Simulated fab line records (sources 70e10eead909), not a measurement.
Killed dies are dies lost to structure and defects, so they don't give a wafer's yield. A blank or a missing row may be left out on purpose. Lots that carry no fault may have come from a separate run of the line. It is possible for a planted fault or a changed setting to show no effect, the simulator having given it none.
Which tool did it? | flow nand_harc | Sampling: 13 lots, 39 wafers, 5 of 1159 route steps

## WHAT THE GAUGES READ, wafer by wafer
NHARC_P_GATE_INSPECT_68. Usual: 189 for raw_defect_count, sd 59.
lot  | measured     | on                | raw_defect_count | flag
L478 | day 5 14:54  | defect_inspect-02 | 178 260 192      |
L479 | day 6 10:49  | defect_inspect-01 | 166 146 155      |
L481 | day 6 11:23  | defect_inspect-01 | 150 141 143      |
L482 | day 7 00:51  | defect_inspect-02 | 230 168 179      |
L484 | day 7 05:22  | defect_inspect-01 | 229 119 266      |
L491 | day 9 02:48  | defect_inspect-02 | 201 195 195      |
L493 | day 9 13:01  | defect_inspect-02 | 249 209 151      |
L494 | day 9 18:52  | defect_inspect-01 | 98 234 148       |
L495 | day 9 19:08  | defect_inspect-02 | 148 144 249      |
L497 | day 10 13:09 | defect_inspect-02 | 170 192 199      |
L499 | day 10 22:16 | defect_inspect-01 | 170 115 222      |
L498 | day 10 22:44 | defect_inspect-02 | 296 250 280      |
L500 | day 11 10:11 | defect_inspect-02 | 203 171 237      |

NHARC_P_CONTACT_CD_MEAS_12: target cd 90 nm. Usual: 89.8 nm for cd_nm, sd 0.82.
lot  | measured     | on        | cd_nm (nm)     | flag
L478 | day 5 16:31  | cd_sem-02 | 90.3 90.2 90.5 |
L479 | day 6 12:26  | cd_sem-02 | 90.4 91.5 89.9 |
L481 | day 6 13:00  | cd_sem-03 | 90.8 91.2 90.8 |
L482 | day 7 02:28  | cd_sem-03 | 89.6 88.7 89.7 |
L484 | day 7 06:59  | cd_sem-02 | 92.9 94.1 93.6 | OFF
L491 | day 9 04:17  | cd_sem-02 | 89.6 89.0 90.1 |
L493 | day 9 14:42  | cd_sem-03 | 90.3 90.2 90.0 |
L494 | day 9 20:22  | cd_sem-03 | 89.3 90.7 89.8 |
L495 | day 9 20:47  | cd_sem-01 | 89.5 89.9 90.8 |
L497 | day 10 14:47 | cd_sem-02 | 90.3 89.8 90.6 |
L499 | day 10 23:55 | cd_sem-03 | 89.2 88.4 89.6 |
L498 | day 11 00:13 | cd_sem-03 | 89.4 90.1 90.0 |
L500 | day 11 11:49 | cd_sem-01 | 88.9 89.9 89.5 |

NHARC_P_CONTACT_OVL_MEAS_13. Usual: overlay_x_nm -0.3 nm, standard deviation 0.85; overlay_y_nm -0.1 nm, standard deviation 0.96.
lot  | measured     | on         | overlay_x_nm (nm) | overlay_y_nm (nm) | flag
L478 | day 5 16:36  | overlay-02 | 0.2 0.5 0.6       | 0.9 0.3 0.1       |
L479 | day 6 12:31  | overlay-02 | -0.4 -0.4 -0.3    | 0.1 0.3 0.4       |
L481 | day 6 13:05  | overlay-02 | 0.2 0.3 0.9       | -0.1 0.1 0.0      |
L482 | day 7 02:33  | overlay-01 | 0.0 0.8 0.2       | -1.3 -1.6 -1.1    |
L484 | day 7 07:05  | overlay-01 | -1.3 -1.4 -1.5    | -1.5 -1.9 -1.9    |
L491 | day 9 04:22  | overlay-01 | -1.8 -1.8 -1.9    | 1.2 1.7 1.7       |
L493 | day 9 14:47  | overlay-01 | -0.1 -0.5 -0.4    | 0.1 -0.5 0.2      |
L494 | day 9 20:28  | overlay-01 | 1.7 1.1 1.4       | -1.3 -1.9 -1.7    |
L495 | day 9 20:52  | overlay-02 | -1.4 -1.9 -1.9    | 0.8 0.0 -0.1      |
L497 | day 10 14:52 | overlay-01 | -0.1 0.0 0.2      | -0.1 -0.6 -0.3    |
L499 | day 11 00:00 | overlay-01 | -0.5 -0.7 -0.2    | 1.1 0.8 0.8       |
L498 | day 11 00:19 | overlay-02 | 0.7 0.6 0.5       | 0.2 -0.3 0.7      |
L500 | day 11 11:55 | overlay-02 | -1.2 -0.1 -0.9    | 0.7 0.4 -0.2      |

## TOOL THAT RAN EACH LOT (tool first, then ch and the chambers of the sampled wafers, then the start)
lot  | NHARC_P_GATE_DEGAS_109       | NHARC_P_CONTACT_EXPOSE_09
L478 | pvd_sputter-01, day 5 13:57  | arfi_scanner-01 ch 0, day 5 16:23
L479 | pvd_sputter-03, day 6 09:52  | arfi_scanner-03 ch 0, day 6 12:17
L481 | pvd_sputter-02, day 6 10:17  | arfi_scanner-02 ch 0, day 6 12:52
L482 | pvd_sputter-03, day 6 23:53  | arfi_scanner-01 ch 0, day 7 02:19
L484 | pvd_sputter-02, day 7 04:25  | arfi_scanner-03 ch 0, day 7 06:51
L491 | pvd_sputter-03, day 9 01:46  | arfi_scanner-02 ch 0, day 9 04:08
L493 | pvd_sputter-02, day 9 12:05  | arfi_scanner-01 ch 0, day 9 14:34
L494 | pvd_sputter-03, day 9 17:40  | arfi_scanner-01 ch 0, day 9 20:14
L495 | pvd_sputter-02, day 9 18:11  | arfi_scanner-03 ch 0, day 9 20:38
L497 | pvd_sputter-01, day 10 12:04 | arfi_scanner-01 ch 0, day 10 14:38
L499 | pvd_sputter-02, day 10 21:19 | arfi_scanner-03 ch 0, day 10 23:46
L498 | pvd_sputter-03, day 10 21:46 | arfi_scanner-03 ch 0, day 11 00:05
L500 | pvd_sputter-03, day 11 09:10 | arfi_scanner-01 ch 0, day 11 11:41
- NHARC_P_GATE_DEGAS_109: time 60 s.
- NHARC_P_CONTACT_EXPOSE_09: exposes mask P CA, target cd 90 nm.

## WHAT THE TOOLS THEMSELVES READ (means of the sampled wafers that have a number; where no wafer has one, the mark that the record gives instead)
NHARC_P_GATE_DEGAS_109. Usual: 484 W for heater_power_w, sd 63.
lot  | tool           | heater_power_w (W) | flag
L478 | pvd_sputter-01 | 485                |
L479 | pvd_sputter-03 | 400                |
L481 | pvd_sputter-02 | 495                |
L482 | pvd_sputter-03 | 508                |
L484 | pvd_sputter-02 | 548                |
L491 | pvd_sputter-03 | 433                |
L493 | pvd_sputter-02 | 500                |
L494 | pvd_sputter-03 | 435                |
L495 | pvd_sputter-02 | 489                |
L497 | pvd_sputter-01 | 511                |
L499 | pvd_sputter-02 | 527                |
L498 | pvd_sputter-03 | 459                |
L500 | pvd_sputter-03 | 405                |

## THE ANSWER, worked out from the rows above alone
Rule: take the mean of a lot's wafers that have a number; if it is more than 3 standard deviations from the usual mean, the lot is off. A lot without any number at a reading at which 4 lots or more have one is off too. All remaining lots with rows at the step are treated as sound. After the gauges, taken in route order, come the tools' own readings; for these a lot's mean is taken, as printed above. The first step at which some lot is off is used, and at that step the reading that is off furthest; a lot without a number counts as furthest.
Off: L484 (NHARC_P_CONTACT_CD_MEAS_12, cd_nm).
If a tool, at a process step before that reading, ran all the lots that are off and no sound lot after the first of them, it fits. The gauges at NHARC_P_CONTACT_CD_MEAS_12 are tried like those tools. Not one of the candidates tried fits.

## WHAT WAS PUT IN BY THE SIMULATOR
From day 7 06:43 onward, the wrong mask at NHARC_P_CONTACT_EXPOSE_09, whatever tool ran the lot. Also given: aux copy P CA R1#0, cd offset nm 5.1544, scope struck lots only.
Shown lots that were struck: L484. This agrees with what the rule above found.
